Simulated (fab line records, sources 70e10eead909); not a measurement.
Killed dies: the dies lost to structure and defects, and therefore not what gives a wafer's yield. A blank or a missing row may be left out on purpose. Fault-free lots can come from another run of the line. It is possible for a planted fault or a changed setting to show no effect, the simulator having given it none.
What tool caused it? | flow nand-harc | Sampling: 12 lots, 36 wafers, 5 of 1159 route steps

WHAT THE GAUGES SHOWED, per wafer
NHARC_A_M0_THK_MEAS_24: measures by xrf. Usual: 113.9 nm for thk-nm, sd 1.6.
lot  | measured     | on            | thk-nm (nm)       | flag
L302 | day 18 11:49 | film-metro-02 | 110.7 113.0 114.5 |
L303 | day 18 17:51 | film-metro-02 | 112.5 111.6 113.6 |
L306 | day 19 17:50 | film-metro-01 | 109.1 112.7 114.1 |
L307 | day 20 00:44 | film-metro-01 | 115.0 112.7 114.6 |
L310 | day 20 16:59 | film-metro-01 | 115.0 114.6 113.1 |
L316 | day 22 21:14 | film-metro-02 | 113.5 116.8 114.8 |
L320 | day 23 14:08 | film-metro-01 | 114.9 114.1 114.1 |
L323 | day 23 19:53 | film-metro-02 | 113.8 114.8 114.0 |
L322 | day 23 20:31 | film-metro-02 | 114.9 115.5 116.6 |
L321 | day 24 02:11 | film-metro-02 | 116.8 113.1 114.4 |
L314 | day 24 09:33 | film-metro-02 | 114.9 115.8 113.0 |
L324 | day 24 11:55 | film-metro-01 | 112.1 115.1 113.3 |

NHARC_END_SORT_01. Usual: defect-limited-yield 95.4 %, standard deviation 1.8; killed-at-array 27, standard deviation 12; killed-at-other 0.5, standard deviation 0.9; killed-at-periphery 3.7, standard deviation 2.7; killed-dies 31, standard deviation 12; killed-open 3.3, standard deviation 2; killed-short 2.0, standard deviation 1.4; sort_bin_2_pct 1.4 %, standard deviation 0.74; sort_bin_3_pct 0.25 %, standard deviation 0.2; sort_bin_4_pct 2.9 %, standard deviation 1.1; sort-n-pass 646, standard deviation 12; sort-rim-yield-pct 96.4 %, standard deviation 2.8; sort-yield-pct 95.4 %, standard deviation 1.8.
lot  | measured     | on        | defect-limited-yield (%) | killed-at-array | killed-at-other | killed-at-periphery | killed-dies | killed-open | killed-short | sort_bin_2_pct (%) | sort_bin_3_pct (%) | sort_bin_4_pct (%) | sort-n-pass | sort-rim-yield-pct (%) | sort-yield-pct (%) | flag
L307 | day 21 15:52 | prober-02 | 95.3 95.3 97.2           | 28 23 17        | 0 3 0           | 4 6 2               | 32 32 19    | 3 3 0       | 0 0 2        | 1.8 2.2 0.9        | 0 0.15 0.30        | 3.0 2.4 1.6        | 645 645 658 | 88.7 97.2 92.5         | 95.3 95.3 97.2     |
L310 | day 22 08:14 | prober-02 | 95.1 95.3 94.2           | 25 25 30        | 1 0 2           | 7 7 7               | 33 32 39    | 4 2 7       | 3 6 1        | 1.0 1.5 2.4        | 0.15 0.15 0.15     | 3.7 3.1 3.2        | 644 645 638 | 97.2 98.1 97.2         | 95.1 95.3 94.2     |
L316 | day 24 11:00 | prober-01 | 95.3 95.1 94.8           | 30 31 33        | 0 0 0           | 2 2 2               | 32 33 35    | 4 3 3       | 2 1 1        | 1.3 1.6 1.5        | 0.59 0.30 0.44     | 2.8 3.0 3.2        | 645 644 642 | 99.1 99.1 100.0        | 95.3 95.1 94.8     |
L322 | day 25 10:19 | prober-02 | 97.3 97.8 96.3           | 12 13 20        | 1 1 2           | 5 1 3               | 18 15 25    | 3 2 5       | 5 3 3        | 0.9 0.3 1.2        | 0 0 0              | 1.8 1.9 2.5        | 659 662 652 | 95.3 98.1 98.1         | 97.3 97.8 96.3     |
L321 | day 25 19:44 | prober-01 | 95.4 93.6 95.6           | 29 41 28        | 2 0 2           | 0 2 0               | 31 43 30    | 2 4 3       | 1 2 1        | 1.8 1.6 1.3        | 0.15 0.44 0.59     | 2.7 4.3 2.5        | 646 634 647 | 90.6 96.2 88.7         | 95.4 93.6 95.6     |

EACH LOT AND THE TOOL THAT RAN IT (in order: tool; ch and the chambers of the sampled wafers; start)
lot  | NHARC_A_M0_PVD_20                       | NHARC_A_M1_ETCH_35                 | NHARC_A_M1_ETCH_15
L302 | pvd-sputter-03, day 18 11:49 or earlier | rie-diel-07 ch 0,3, day 18 13:52   | rie-diel-07 ch 1,2,3, no start
L303 | pvd-sputter-01, day 18 17:51 or earlier | rie-diel-07 ch 0,1,3, day 18 21:09 | rie-diel-07 ch 0,1,2, no start
L306 | pvd-sputter-03, day 19 17:50 or earlier | rie-diel-07 ch 0,2,3, day 19 19:39 | rie-diel-07 ch 0,1, no start
L307 | pvd-sputter-02, day 20 00:44 or earlier | rie-diel-07 ch 0,2, day 20 02:50   | rie-diel-07 ch 0,2,3, day 21 15:52 or earlier
L310 | pvd-sputter-03, day 20 16:59 or earlier | rie-diel-07 ch 0,2,3, day 20 18:47 | rie-diel-07 ch 0,1,3, day 22 08:14 or earlier
L316 | pvd-sputter-03, day 22 21:14 or earlier | rie-diel-07 ch 0,1, day 22 23:28   | rie-diel-07 ch 0,1, day 24 11:00 or earlier
L320 | pvd-sputter-01, day 23 14:08 or earlier | rie-diel-06 ch 0,3, day 23 15:56   | rie-diel-06 ch 1,2, no start
L323 | pvd-sputter-01, day 23 19:53 or earlier | rie-diel-03 ch 2,3, day 23 22:01   | rie-diel-03 ch 1,3, no start
L322 | pvd-sputter-02, day 23 20:31 or earlier | rie-diel-06 ch 0,2,3, day 23 22:19 | rie-diel-06 ch 0,2,3, day 25 10:19 or earlier
L321 | pvd-sputter-02, day 24 02:11 or earlier | rie-diel-06 ch 0,1, day 24 04:03   | rie-diel-06 ch 0,1,2, day 25 19:44 or earlier
L314 | pvd-sputter-02, day 24 09:33 or earlier | rie-diel-06 ch 1,2,3, day 24 11:59 | rie-diel-06 ch 1,2,3, no start
L324 | pvd-sputter-03, day 24 11:55 or earlier | rie-diel-03 ch 0,2,3, day 24 13:53 | rie-diel-03 ch 0,2,3, no start
- NHARC_A_M0_PVD_20: deposits TaN, target thk 5 nm, time 8.06 s.
- NHARC_A_M1_ETCH_35: etches the open film in N2/H2, target depth 40 nm, overetch 12 nm, time 43.94 s.
- NHARC_A_M1_ETCH_15: etches the open film in C4F8/Ar, target depth 182.5 nm, time 91.2 s.

WHAT THE TOOLS THEMSELVES READ (means of the sampled wafers that have a number; where no wafer has one, the mark that the record gives instead)
NHARC_A_M0_PVD_20. Usual: 29.5 % for throttle-valve-pct, sd 0.76.
lot  | tool           | throttle-valve-pct (%) | flag
L302 | pvd-sputter-03 | 29.3                   |
L303 | pvd-sputter-01 | 29.5                   |
L306 | pvd-sputter-03 | 29.7                   |
L307 | pvd-sputter-02 | 29.3                   |
L310 | pvd-sputter-03 | 29.2                   |
L316 | pvd-sputter-03 | 28.9                   |
L320 | pvd-sputter-01 | 29.8                   |
L323 | pvd-sputter-01 | 29.6                   |
L322 | pvd-sputter-02 | 29.1                   |
L321 | pvd-sputter-02 | 29.5                   |
L314 | pvd-sputter-02 | 29.5                   |
L324 | pvd-sputter-03 | 29.9                   |

NHARC_A_M1_ETCH_35. Usual: drypump-motor-current-A 5.8 A, standard deviation 0.37; oes-product-au 0.999 a.u., standard deviation 0.0095; rf-vpp-V 429.7 V, standard deviation 1.7; run-length-s 65.4 s, standard deviation 0.49; showerhead-plenum-p-Torr 2.01 Torr, standard deviation 0.051; throttle-valve-pct 14.171 %, standard deviation 0.0086.
lot  | tool        | drypump-motor-current-A (A) | oes-product-au (a.u.) | rf-vpp-V (V) | run-length-s (s) | showerhead-plenum-p-Torr (Torr) | throttle-valve-pct (%) | flag
L302 | rie-diel-07 | 6.2                         | 0.994                 | 429.5        | 66.0             | 2.02                            | 14.168                 |
L303 | rie-diel-07 | 5.8                         | 1.000                 | 429.8        | 65.5             | 2.01                            | 14.171                 |
L306 | rie-diel-07 | 6.1                         | 1.004                 | 431.0        | 65.8             | 2.03                            | 14.172                 |
L307 | rie-diel-07 | 6.2                         | 1.000                 | 430.5        | 65.7             | 2.04                            | 14.169                 |
L310 | rie-diel-07 | 6.1                         | 1.005                 | 430.6        | 65.7             | 2.03                            | 14.170                 |
L316 | rie-diel-07 | 5.9                         | 0.993                 | 430.0        | 59.7             | 2.01                            | 14.170                 | OFF
L320 | rie-diel-06 | 5.5                         | 1.006                 | 428.4        | 65.7             | 1.98                            | 14.176                 |
L323 | rie-diel-03 | 5.5                         | 0.997                 | 429.2        | 65.5             | 1.99                            | 14.166                 |
L322 | rie-diel-06 | 5.6                         | 1.009                 | 427.7        | 65.2             | 1.97                            | 14.171                 |
L321 | rie-diel-06 | 5.6                         | 1.006                 | 428.8        | 65.4             | 2.00                            | 14.163                 |
L314 | rie-diel-06 | 5.9                         | 0.999                 | 429.2        | 65.1             | 1.96                            | 14.171                 |
L324 | rie-diel-03 | 5.5                         | 0.995                 | 431.6        | 65.4             | 2.05                            | 14.183                 |

NHARC_A_M1_ETCH_15. Usual: oes-product-au 0.953 a.u., standard deviation 0.021; rf-vpp-V 439.8 V, standard deviation 1.6; run-length-s 112.7 s, standard deviation 0.51.
lot  | tool        | oes-product-au (a.u.) | rf-vpp-V (V) | run-length-s (s) | flag
L302 | rie-diel-07 | 0.966                 | 440.5        | 112.8            |
L303 | rie-diel-07 | 0.966                 | 440.2        | 113.1            |
L306 | rie-diel-07 | 0.964                 | 439.8        | 113.2            |
L307 | rie-diel-07 | 0.968                 | 440.6        | 112.8            |
L310 | rie-diel-07 | 0.925                 | 440.0        | 113.0            |
L316 | rie-diel-07 | 0.920                 | 440.5        | 113.2            |
L320 | rie-diel-06 | 0.960                 | 439.1        | 111.7            |
L323 | rie-diel-03 | 0.940                 | 438.7        | 112.6            |
L322 | rie-diel-06 | 0.934                 | 438.0        | 112.3            |
L321 | rie-diel-06 | 0.960                 | 439.8        | 112.3            |
L314 | rie-diel-06 | 0.968                 | 438.3        | 112.2            |
L324 | rie-diel-03 | 0.930                 | 440.4        | 112.7            |

THE ANSWER, worked out from the rows above alone
Rule: take the mean of a lot's wafers that have a number; if it is more than 3 standard deviations from the usual mean, the lot is off. Also off: a lot with no number at a reading for which 4 or more lots have one. Where the step has rows for the other lots, those lots are counted as sound. First the gauges in route order, then the tools' own readings, where a lot's mean is used as printed above. At the first step where some lot is off, the reading lying furthest off is the one used; lots without a number count as furthest.
Off: L316 (NHARC_A_M1_ETCH_35, run-length-s).
A tool fits if, at that step or a process step before it, it ran every lot that is off, and no sound lot after the first of them. With no start given for some of its lots, NHARC_A_M0_PVD_20 uses the hours and lot order of NHARC_A_M0_THK_MEAS_24. One fits: NHARC_A_M1_ETCH_35 on rie-diel-07. Its last sound lot is L310 (day 20 18:47), its first lot that is off L316 (day 22 23:28): a fault that began between those two fits.
On the lots that are off, the tool's own readings at NHARC_A_M1_ETCH_35 differ by more than 5 times the standard deviation of the sound lots' means, which bears it out; run-length-s reads 59.7 s there versus 65.5 s on the sound lots.

WHAT THE SIMULATOR HAD INSERTED
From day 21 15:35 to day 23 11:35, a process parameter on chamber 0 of rie-diel-07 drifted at NHARC_A_M1_ETCH_35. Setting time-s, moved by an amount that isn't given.
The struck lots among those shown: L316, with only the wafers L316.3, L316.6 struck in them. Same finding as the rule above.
